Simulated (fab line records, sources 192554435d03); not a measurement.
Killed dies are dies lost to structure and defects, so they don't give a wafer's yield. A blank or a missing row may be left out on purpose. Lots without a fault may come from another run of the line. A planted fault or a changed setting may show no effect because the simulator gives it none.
Split-lot experiment | flow n5_finfet | 7 lots, 39 wafers read, on a route of 1938 steps

THE SPLIT
At N5_BEOL_M9_HM_DEP_02 (deposits TiN, target thk 20 nm), the setting target_thk_a was moved away from the recipe's 200 angstrom on 15 of the 39 wafers read, by -57.3% to +57.6%. The other wafers ran this setting at the recipe's value.

FROM THE SPLIT TO THE READING: what the file shows between them, 4 steps
- N5_BEOL_M9_COAT_59: time 60 s, resist thk 100 nm
- N5_BEOL_M9_COAT_60: time 60 s, resist thk 30 nm
- N5_BEOL_M9_STRIP_68: strips in N2/H2
- N5_BEOL_M9_STRIP_67: strips in CF4

THE READING
etch.depth_nm (the simulator's own value, which no gauge read), in nm, at N5_BEOL_M9_HM_OPEN_17 (chemistry Cl2/BCl3, target TiN, target depth 20 nm, overetch 6 nm). The file gives no usual value for it. The 24 wafers here that ran the recipe average 19.969 nm, standard deviation 0.19 nm.

wafer  | tool, chamber at the split | target_thk_a as run, angstrom | against the recipe | etch.depth_nm, nm | against lot-mates on the recipe
L074.1 | pvd_sputter-01, -          | 200                           | recipe             | 20.37             | -
L074.2 | pvd_sputter-01, -          | 200                           | recipe             | 20.14             | -
L074.3 | pvd_sputter-01, -          | 200                           | recipe             | 20.06             | -
L074.4 | pvd_sputter-01, -          | 200                           | recipe             | 20.22             | -
L074.5 | pvd_sputter-01, -          | 200                           | recipe             | 20.18             | -
L074.6 | pvd_sputter-01, -          | 200                           | recipe             | 20.29             | -
L077.1 | pvd_sputter-03, -          | 293.3                         | +46.7%             | 26.39             | +6.440
L077.2 | pvd_sputter-03, -          | 200                           | recipe             | 19.78             | -
L077.3 | pvd_sputter-03, -          | 200                           | recipe             | 20.17             | -
L077.4 | pvd_sputter-03, -          | 293.3                         | +46.7%             | 26.41             | +6.460
L077.5 | pvd_sputter-03, -          | 200                           | recipe             | 19.9              | -
L077.6 | pvd_sputter-03, -          | 293.3                         | +46.7%             | 26.26             | +6.310
L078.1 | pvd_sputter-03, -          | 267.7                         | +33.9%             | 26.15             | +6.137
L078.2 | pvd_sputter-03, -          | 200                           | recipe             | 20.09             | -
L078.6 | pvd_sputter-03, -          | 200                           | recipe             | 20.09             | -
L078.3 | pvd_sputter-03, -          | 267.7                         | +33.9%             | 26.51             | +6.497
L078.4 | pvd_sputter-03, -          | 200                           | recipe             | 19.86             | -
L078.5 | pvd_sputter-03, -          | 267.7                         | +33.9%             | 26.73             | +6.717
L086.1 | pvd_sputter-03, -          | 200                           | recipe             | 19.71             | -
L086.2 | pvd_sputter-03, -          | 315.2                         | +57.6%             | 26.35             | +6.583
L086.3 | pvd_sputter-03, -          | 315.2                         | +57.6%             | 26.18             | +6.413
L086.4 | pvd_sputter-03, -          | 200                           | recipe             | 19.89             | -
L086.5 | pvd_sputter-03, -          | 315.2                         | +57.6%             | 26.17             | +6.403
L086.6 | pvd_sputter-03, -          | 200                           | recipe             | 19.7              | -
L088.1 | pvd_sputter-03, -          | 200                           | recipe             | 19.97             | -
L088.2 | pvd_sputter-03, -          | 200                           | recipe             | 19.78             | -
L088.3 | pvd_sputter-03, -          | 85.47                         | -57.3%             | 8.325             | -11.595
L088.4 | pvd_sputter-03, -          | 85.47                         | -57.3%             | 8.339             | -11.581
L088.5 | pvd_sputter-03, -          | 85.47                         | -57.3%             | 8.417             | -11.503
L088.6 | pvd_sputter-03, -          | 200                           | recipe             | 20.01             | -
L089.2 | pvd_sputter-03, -          | 200                           | recipe             | 19.87             | -
L089.3 | pvd_sputter-03, -          | 200                           | recipe             | 19.77             | -
L089.4 | pvd_sputter-03, -          | 200                           | recipe             | 19.76             | -
L090.1 | pvd_sputter-03, -          | 200                           | recipe             | 19.92             | -
L090.2 | pvd_sputter-03, -          | 266                           | +33.0%             | 26.41             | +6.530
L090.3 | pvd_sputter-03, -          | 200                           | recipe             | 19.85             | -
L090.4 | pvd_sputter-03, -          | 266                           | +33.0%             | 26.39             | +6.510
L090.5 | pvd_sputter-03, -          | 200                           | recipe             | 19.87             | -
L090.6 | pvd_sputter-03, -          | 266                           | +33.0%             | 26.55             | +6.670

THE FIT
A straight line over all 39 wafers: etch.depth_nm changes by +0.163 nm for each +1% of target_thk_a; r = +0.97; the points scatter about the line by 1.2 nm.
The same after taking each lot's own level away (the mean of its wafers on the recipe; 39 wafers): +0.164 nm for each +1%; r = +0.97; scatter 1.1 nm.
On that fit, the largest move of target_thk_a shifts the reading by 9.5 nm.
The lots' own levels span 19.7667 to 20.2100 nm, that is 2.4 times the standard deviation above.
So the lot-to-lot level changes the slope little: the two slopes agree.
Check: with one of the wafers moved furthest among these (+57.6%) left out of the fit, the line predicts +9.41 nm for it against its lot-mates. It came out at +6.58 nm against them.

OTHER SPLITS ON THESE WAFERS
These wafers also went through other splits before the reading. Each is held against what the fit with the lots' levels taken away leaves over:
other split on the same wafers    | wafers away from the commonest value | r with etch.depth_nm (lot level and that fit taken away)
N5_BEOL_M4_DESCUM_33 time_s       | 9                                    | -0.25
N5_BEOL_M5_HM_DEP_02 target_thk_a | 9                                    | +0.25

THE WHOLE CHAIN: every reading that the file lists as answering this split, in the file's order
step                   | what it does                                                      | reading                                                                          | change (the file's fit)                                                            | r (the file's)
N5_BEOL_M9_HM_DEP_02   | deposits TiN, target thk 20 nm                                    | TiN_of_BEOL_M9_HM_DEP_02.thk_nm (the simulator's own value, which no gauge read) | +0.2 nm for each +1% of the setting                                                | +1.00
N5_BEOL_M9_HM_OPEN_17  | chemistry Cl2/BCl3, target TiN, target depth 20 nm, overetch 6 nm | etch.depth_nm (the simulator's own value, which no gauge read)                   | +0.161 nm for each +1% of the setting                                              | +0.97
N5_BEOL_M9_OCD_MEAS_38 |                                                                   | trench_depth_nm                                                                  | not straight: 151.7 at the lowest setting, 151.4 at the recipe, 1.3 at the highest | not given

THE FILE'S OWN FIT
etch.depth_nm changes by +0.161 nm for each +1% of target_thk_a, r = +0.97.
